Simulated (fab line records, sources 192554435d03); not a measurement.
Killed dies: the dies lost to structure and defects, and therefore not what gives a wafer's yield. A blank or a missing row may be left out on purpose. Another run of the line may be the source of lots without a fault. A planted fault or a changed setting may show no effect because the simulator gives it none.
Shared-tool check / flow n5_finfet / Sampled: 11 lots, 33 wafers

## WHY IT WAS OPENED
N5_BEOL_M6_THK_MEAS_01, reading M6_ILD_THK: flagged on 2 of 11 lots. No-fault wafers: 154.8 nm, standard deviation 1.8.
Rule: a lot is flagged in two cases, either no wafer of it has a number, or all its wafers with numbers fall more than 4 standard deviations from that mean. All remaining lots are regarded as sound.

lot=L538; measured=day 8 18:34; on=film_metro-01; M6_ILD_THK (nm), wafer by wafer=152.3 152.7 154.7; flag=
lot=L539; measured=day 10 02:09; on=film_metro-01; M6_ILD_THK (nm), wafer by wafer=153.3 153.2 153.9; flag=
lot=L542; measured=day 10 04:34; on=film_metro-01; M6_ILD_THK (nm), wafer by wafer=175.5 179.2 179.3; flag=FLAGGED
lot=L543; measured=day 10 05:44; on=film_metro-02; M6_ILD_THK (nm), wafer by wafer=179.9 182.2 181.9; flag=FLAGGED
lot=L545; measured=day 10 15:38; on=film_metro-01; M6_ILD_THK (nm), wafer by wafer=156.7 156.8 155.9; flag=
lot=L550; measured=day 12 12:44; on=film_metro-02; M6_ILD_THK (nm), wafer by wafer=153.4 153.0 152.9; flag=
lot=L552; measured=day 12 17:19; on=film_metro-01; M6_ILD_THK (nm), wafer by wafer=156.2 155.2 156.6; flag=
lot=L553; measured=day 12 22:06; on=film_metro-02; M6_ILD_THK (nm), wafer by wafer=154.6 157.4 157.3; flag=
lot=L555; measured=day 13 11:51; on=film_metro-01; M6_ILD_THK (nm), wafer by wafer=150.2 152.4 155.6; flag=
lot=L556; measured=day 13 16:29; on=film_metro-02; M6_ILD_THK (nm), wafer by wafer=151.6 154.4 157.9; flag=
lot=L558; measured=day 14 07:20; on=film_metro-01; M6_ILD_THK (nm), wafer by wafer=154.9 156.2 154.8; flag=
On average the flagged lots' numbers are 179.7 nm, which is +24.9 nm against the usual, or +14 standard deviations.

## EACH LOT AND THE TOOL IT RAN ON
4 process steps preceding the reading are held in the record, out of 1938 steps in the route. Every cell lists first the tool, next ch and the chambers used by the sampled wafers, and last the start.
lot=L538; flag=; N5_BEOL_M5_ANNEAL_82=pvd_sputter-01, day 8 13:21; N5_BEOL_M5_ANNEAL_84=pvd_sputter-01, day 8 14:26; N5_BEOL_M5_ANNEAL_89=pvd_sputter-01, day 8 15:31; N5_BEOL_M6_CURE_74=uv_cure-03 ch 1, day 8 18:04
lot=L539; flag=; N5_BEOL_M5_ANNEAL_82=pvd_sputter-02, day 9 21:16; N5_BEOL_M5_ANNEAL_84=pvd_sputter-02, day 9 22:22; N5_BEOL_M5_ANNEAL_89=pvd_sputter-02, day 9 23:26; N5_BEOL_M6_CURE_74=uv_cure-01 ch 0, day 10 01:38
lot=L542; flag=FLAGGED; N5_BEOL_M5_ANNEAL_82=pvd_sputter-01, day 9 23:40; N5_BEOL_M5_ANNEAL_84=pvd_sputter-01, day 10 00:44; N5_BEOL_M5_ANNEAL_89=pvd_sputter-01, day 10 01:50; N5_BEOL_M6_CURE_74=uv_cure-02 ch 2, day 10 04:02
lot=L543; flag=FLAGGED; N5_BEOL_M5_ANNEAL_82=pvd_sputter-03, day 10 00:49; N5_BEOL_M5_ANNEAL_84=pvd_sputter-03, day 10 01:53; N5_BEOL_M5_ANNEAL_89=pvd_sputter-03, day 10 02:59; N5_BEOL_M6_CURE_74=uv_cure-03 ch 1, day 10 05:13
lot=L545; flag=; N5_BEOL_M5_ANNEAL_82=pvd_sputter-03, day 10 07:01; N5_BEOL_M5_ANNEAL_84=pvd_sputter-03, day 10 08:06; N5_BEOL_M5_ANNEAL_89=pvd_sputter-03, day 10 09:11; N5_BEOL_M6_CURE_74=uv_cure-03 ch 1, day 10 15:17
lot=L550; flag=; N5_BEOL_M5_ANNEAL_82=pvd_sputter-02, day 12 07:15; N5_BEOL_M5_ANNEAL_84=pvd_sputter-02, day 12 08:20; N5_BEOL_M5_ANNEAL_89=pvd_sputter-02, day 12 09:25; N5_BEOL_M6_CURE_74=uv_cure-03 ch 2, day 12 12:18
lot=L552; flag=; N5_BEOL_M5_ANNEAL_82=pvd_sputter-01, day 12 12:26; N5_BEOL_M5_ANNEAL_84=pvd_sputter-01, day 12 13:31; N5_BEOL_M5_ANNEAL_89=pvd_sputter-01, day 12 14:37; N5_BEOL_M6_CURE_74=uv_cure-02 ch 2, day 12 17:02
lot=L553; flag=; N5_BEOL_M5_ANNEAL_82=pvd_sputter-01, day 12 16:54; N5_BEOL_M5_ANNEAL_84=pvd_sputter-01, day 12 17:59; N5_BEOL_M5_ANNEAL_89=pvd_sputter-01, day 12 19:04; N5_BEOL_M6_CURE_74=uv_cure-01 ch 1, day 12 21:35
lot=L555; flag=; N5_BEOL_M5_ANNEAL_82=pvd_sputter-01, day 13 06:38; N5_BEOL_M5_ANNEAL_84=pvd_sputter-01, day 13 07:43; N5_BEOL_M5_ANNEAL_89=pvd_sputter-01, day 13 08:48; N5_BEOL_M6_CURE_74=uv_cure-03 ch 1, day 13 11:25
lot=L556; flag=; N5_BEOL_M5_ANNEAL_82=pvd_sputter-03, day 13 11:34; N5_BEOL_M5_ANNEAL_84=pvd_sputter-03, day 13 12:39; N5_BEOL_M5_ANNEAL_89=pvd_sputter-03, day 13 13:44; N5_BEOL_M6_CURE_74=uv_cure-01 ch 1, day 13 15:59
lot=L558; flag=; N5_BEOL_M5_ANNEAL_82=pvd_sputter-01, day 14 02:28; N5_BEOL_M5_ANNEAL_84=pvd_sputter-01, day 14 03:33; N5_BEOL_M5_ANNEAL_89=pvd_sputter-01, day 14 04:38; N5_BEOL_M6_CURE_74=uv_cure-02 ch 1, day 14 06:50
What these steps do:
- N5_BEOL_M5_ANNEAL_82: time 1800 s.
- N5_BEOL_M5_ANNEAL_84: time 1800 s.
- N5_BEOL_M5_ANNEAL_89: time 1800 s.
- N5_BEOL_M6_CURE_74: cures SiCOH lowk, time 240 s.
- N5_BEOL_M6_THK_MEAS_01

## FLAGGED OVER TOTAL, TOOL BY TOOL (the gauges that took the reading come last)
step=N5_BEOL_M5_ANNEAL_82; tool=pvd_sputter-01; lots run=6; flagged=1; share of the flagged lots=some; sound lots run after its first flagged lot=4 (L552,L553,L555,L558)
step=N5_BEOL_M5_ANNEAL_82; tool=pvd_sputter-02; lots run=2; flagged=0; share of the flagged lots=none; sound lots run after its first flagged lot=-
step=N5_BEOL_M5_ANNEAL_82; tool=pvd_sputter-03; lots run=3; flagged=1; share of the flagged lots=some; sound lots run after its first flagged lot=2 (L545,L556)
step=N5_BEOL_M5_ANNEAL_84; tool=pvd_sputter-01; lots run=6; flagged=1; share of the flagged lots=some; sound lots run after its first flagged lot=4 (L552,L553,L555,L558)
step=N5_BEOL_M5_ANNEAL_84; tool=pvd_sputter-02; lots run=2; flagged=0; share of the flagged lots=none; sound lots run after its first flagged lot=-
step=N5_BEOL_M5_ANNEAL_84; tool=pvd_sputter-03; lots run=3; flagged=1; share of the flagged lots=some; sound lots run after its first flagged lot=2 (L545,L556)
step=N5_BEOL_M5_ANNEAL_89; tool=pvd_sputter-01; lots run=6; flagged=1; share of the flagged lots=some; sound lots run after its first flagged lot=4 (L552,L553,L555,L558)
step=N5_BEOL_M5_ANNEAL_89; tool=pvd_sputter-02; lots run=2; flagged=0; share of the flagged lots=none; sound lots run after its first flagged lot=-
step=N5_BEOL_M5_ANNEAL_89; tool=pvd_sputter-03; lots run=3; flagged=1; share of the flagged lots=some; sound lots run after its first flagged lot=2 (L545,L556)
step=N5_BEOL_M6_CURE_74; tool=uv_cure-01; lots run=3; flagged=0; share of the flagged lots=none; sound lots run after its first flagged lot=-
step=N5_BEOL_M6_CURE_74; tool=uv_cure-02; lots run=3; flagged=1; share of the flagged lots=some; sound lots run after its first flagged lot=2 (L552,L558)
step=N5_BEOL_M6_CURE_74; tool=uv_cure-03; lots run=5; flagged=1; share of the flagged lots=some; sound lots run after its first flagged lot=3 (L545,L550,L555)
step=N5_BEOL_M6_THK_MEAS_01; tool=film_metro-01; lots run=7; flagged=1; share of the flagged lots=some; sound lots run after its first flagged lot=4 (L545,L552,L555,L558)
step=N5_BEOL_M6_THK_MEAS_01; tool=film_metro-02; lots run=4; flagged=1; share of the flagged lots=some; sound lots run after its first flagged lot=3 (L550,L553,L556)

## WHAT THE TABLE ALLOWS
No row of the table ran every flagged lot.

## WHAT HAD BEEN PUT IN BY THE SIMULATOR
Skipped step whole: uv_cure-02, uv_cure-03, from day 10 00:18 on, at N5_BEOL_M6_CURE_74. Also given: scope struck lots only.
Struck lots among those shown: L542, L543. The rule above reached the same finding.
